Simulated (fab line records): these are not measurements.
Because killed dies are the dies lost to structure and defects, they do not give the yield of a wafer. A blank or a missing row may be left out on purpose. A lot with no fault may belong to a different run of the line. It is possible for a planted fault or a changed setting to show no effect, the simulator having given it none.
Code-filled problem report in 8D (eight disciplines) form -- flow nand-harc -- the parts of the form that need people (team, actions taken, sign-off) are left out

1. THE PROBLEM
heater-power-total-W at NHARC_A_M0_SOFTBAKE_04 reads a mean of 172.34 W on 6 wafers of 2 lots; wafers without a fault read 188.46 W with a standard deviation of 0.15. So: -99 or more standard deviations from the usual mean.
The step: time 55 s.
Seen first at day 19 04:00 on litho-track-06, wafer L704.3. Wafers with a number at this step in the record: 36, from 12 lots. Rule for "out" (also "out of limits"): further than 4 standard deviations from the usual mean. The rest of the wafers with a number are treated as sound.

2. WHAT IT IS; WHAT IT IS NOT
question,is,is not
which readings at this step,heater-power-total-W,plate-temp-C
which lots,"L704, L708","L701, L703, L705, L706, L715, L718, L719, L720, L722, L723"
which wafers of those lots,all that have a number,-
read on which tools,litho-track-06,"litho-track-01, litho-track-04"
when,from day 19 04:00,"up to then (12 sound wafers); but 18 sound wafers of L715, L718, L719, L720, L722, L723 came after"

3. THE SUSPECTS, EACH WITH WHAT RULES IT OUT
Counting: a tool at a process step up to the reading stays a suspect if it ran every lot that is out and no sound lot after the first of them.
- rie-diel-06 at NHARC_A_BLC_ETCH_16 (etches the open film in CF4, target depth 39 nm, time 65 s): ruled out as a lasting fault. Following L704 (day 18 21:56), the first lot on it that is out, the sound lots L715, L718, L719, L723 were run on it.
- litho-track-06 at NHARC_A_M0_SOFTBAKE_04 (time 55 s): ruled out as a lasting fault. Following L704 (day 19 04:00), the first lot on it that is out, the sound lots L720, L723, L722 were run on it.
Left after counting: nothing in the record.

4. THE CAUSE (what the simulator had put in)
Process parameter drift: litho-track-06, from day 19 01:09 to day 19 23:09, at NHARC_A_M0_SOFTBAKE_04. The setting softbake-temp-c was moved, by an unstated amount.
Counting ruled it out, wrongly.

5. THE EFFECT CHAIN, in route order
One row per reading whose mean, taken over the struck wafers that have a number, lies over 3 standard deviations from the usual. Readings are gone through only where the record gives a usual standard deviation; hours: the median, over the lots, of the time from a lot's start at the first step in this table giving one to that lot's start at this step; sigmas: the change measured in usual standard deviations.
hours,step,reading,usual,on struck wafers,change,sigmas
0,NHARC_A_M0_SOFTBAKE_04,heater-power-total-W,188.46 W,172.34,-16.12,-99 or more
Process steps it contains:
- NHARC_A_M0_SOFTBAKE_04: time 55 s.
At these later measuring or inspecting steps, every struck wafer for which the step has a row has a number for every such reading, and none has moved that far: NHARC_A_M0_CD_MEAS_09, NHARC_END_SORT_01.

6. HOW IT WOULD HAVE BEEN CAUGHT EARLIER
In this record the first reading out of limits was taken at day 19 04:00, 3 hours after the fault began at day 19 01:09.
